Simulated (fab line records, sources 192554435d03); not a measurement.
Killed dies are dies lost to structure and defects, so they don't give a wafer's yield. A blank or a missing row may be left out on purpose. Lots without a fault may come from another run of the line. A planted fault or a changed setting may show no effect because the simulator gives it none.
Problem report in the 8D (eight disciplines) form, filled by code | flow n5_finfet | the parts of the form that need people (team, actions taken, sign-off) are left out

1. THE PROBLEM
time_to_endpoint_s at N5_BEOL_M14_CMP_49 reads a mean of 67 s on 5 wafers of 3 lots; wafers without a fault read 124 s with a standard deviation of 3.9. That is -15 standard deviations from the usual mean.
The step: polishes, stops on SiO2, t overpolish 5.2 s, target thk 560 nm.
First seen on wafer L578.4, day 14 20:50, on cmp-04. The record holds 32 wafers of 11 lots with a number at this step. Rule for "out", or "out of limits": more than 4 standard deviations from the usual mean. The other wafers with a number count as sound.

2. WHAT IT IS AND WHAT IT IS NOT
question                    | is                                     | is not
which readings at this step | time_to_endpoint_s                     | -
which lots                  | L576, L578, L579                       | L568, L571, L572, L573, L587, L588, L590, L591
which wafers of those lots  | L576.4, L576.5, L578.4, L578.5, L579.5 | L578.1, L579.2, L579.6
read on which tools         | cmp-01, cmp-03, cmp-04                 | -
when                        | from day 14 20:50                      | up to then (13 sound wafers); but 14 sound wafers of L579, L587, L588, L590, L591 came after

3. SUSPECTS, AND WHAT RULES EACH OUT
Counting: a tool at a process step up to the reading stays a suspect if it ran every lot that is out. Sound lots after the first of them don't rule it out here, since some wafers of a struck lot are sound.
- ecd_cu-01 at N5_BEOL_M14_ECD_47 (material Cu, target thk 1248 nm): kept. It ran every lot that is out, first L578 (day 14 19:53); its last sound lot up to then is L573 (day 14 06:44).
Left after counting: ecd_cu-01 at N5_BEOL_M14_ECD_47.

4. THE CAUSE (what the simulator had put in)
Process parameter drift: ecd_cu-01, from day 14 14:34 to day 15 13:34, at N5_BEOL_M14_ECD_47. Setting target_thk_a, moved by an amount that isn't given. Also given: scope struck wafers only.
Counting left only this tool.

5. THE CHAIN OF EFFECTS, in route order
Each row: a reading whose mean over the struck wafers that have a number lies more than 3 standard deviations from the usual. Only readings for which the record gives a usual standard deviation are gone through. hours: the time from each lot's start at the first step in this table that gives one to its start at this step, as a median over the lots. sigmas: the change in usual standard deviations.
hours | step               | reading            | usual | on struck wafers | change | sigmas
0     | N5_BEOL_M14_CMP_49 | time_to_endpoint_s | 124 s | 67               | -57    | -15
The process steps in it:
- N5_BEOL_M14_CMP_49: polishes, stops on SiO2, t overpolish 5.2 s, target thk 560 nm.
Later measuring or inspecting steps at which every struck wafer that the step has a row for has a number for every such reading, and none has moved that far: N5_BEOL_M15_THK_MEAS_01.

6. WHAT WOULD HAVE CAUGHT IT SOONER
In this record the first reading out of limits was taken at day 14 20:50, 6 hours after the fault began at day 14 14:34.
Of the lots that are out (3), L579 began N5_BEOL_M14_ECD_47 on ecd_cu-01 after day 14 20:50. A hold on the tool at that time would have spared it.
